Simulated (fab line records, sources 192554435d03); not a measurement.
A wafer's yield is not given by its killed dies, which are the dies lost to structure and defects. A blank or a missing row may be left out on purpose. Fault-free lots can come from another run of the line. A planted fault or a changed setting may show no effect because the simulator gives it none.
Matching of chambers + flow n5-finfet + uv-cure-03 running N5_BEOL_M8_CURE_74: 3 sister chambers
The step cures SiCOH lowk, time 240 s. 6 wafers are shown with their chamber, then 12 later ones without.

## WAFERS WITH THEIR CHAMBER
| wafer  | chamber | wafer_temp_C_max | lamp-power-pct (%) |
|--------|---------|------------------|--------------------|
| L078.3 | 2       | 386.3            | 52.25              |
| L078.5 | 2       | 386.3            | 52.35              |
| L087.2 | 1       | 386.1            | 52.29              |
| L087.5 | 1       | 385.9            | 52.27              |
| L090.5 | 0       | 387.3            | 52.38              |
| L090.6 | 0       | 387.8            | 52.27              |

## WAFERS WITH NO CHAMBER GIVEN
| wafer  | wafer_temp_C_max | lamp-power-pct (%) |
|--------|------------------|--------------------|
| L092.1 | 387.3            | 52.34              |
| L092.2 | 387.4            | 52.28              |
| L092.5 | 388.3            | 52.23              |
| L092.3 | 387.2            | 52.36              |
| L092.4 | 387.8            | 52.35              |
| L092.6 | 387.8            | 52.37              |
| L095.1 | 386.2            | 52.22              |
| L095.4 | 386.5            | 52.35              |
| L095.6 | 386.2            | 52.30              |
| L097.1 | 388.0            | 52.34              |
| L097.3 | 388.4            | 52.39              |
| L097.6 | 388.9            | 52.25              |

## WHICH CHAMBER EACH WENT THROUGH
| wafer  | from the rows above     | in truth |
|--------|-------------------------|----------|
| L092.1 | 0                       | 0        |
| L092.2 | 0                       | 0        |
| L092.5 | 0                       | 0        |
| L092.3 | 0                       | 0        |
| L092.4 | 0                       | 0        |
| L092.6 | 0                       | 0        |
| L095.1 | can't be placed: 1 or 2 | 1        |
| L095.4 | can't be placed: 2 or 1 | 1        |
| L095.6 | can't be placed: 2 or 1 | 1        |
| L097.1 | 0                       | 0        |
| L097.3 | 0                       | 0        |
| L097.6 | 0                       | 0        |
Placed correctly: 9 of 12. Unplaceable from these rows: 3, with the true chamber sitting among the candidates in 3. Number placed wrongly: 0.
How it was worked out, from the rows above alone: a wafer's distance from a chamber is the root of the sum, over the readings, of the square of ((its reading less the chamber's mean) divided by the reading's scatter). If the next closest chamber is less than 2 further off than the closest, the wafer can't be placed; otherwise it belongs to the closest. For every chamber, the mean is computed from those of its wafers that are shown. The scatter: the root of (the sum of the squares of (reading less its chamber's mean) over the shown wafers, divided by (wafers less chambers)).
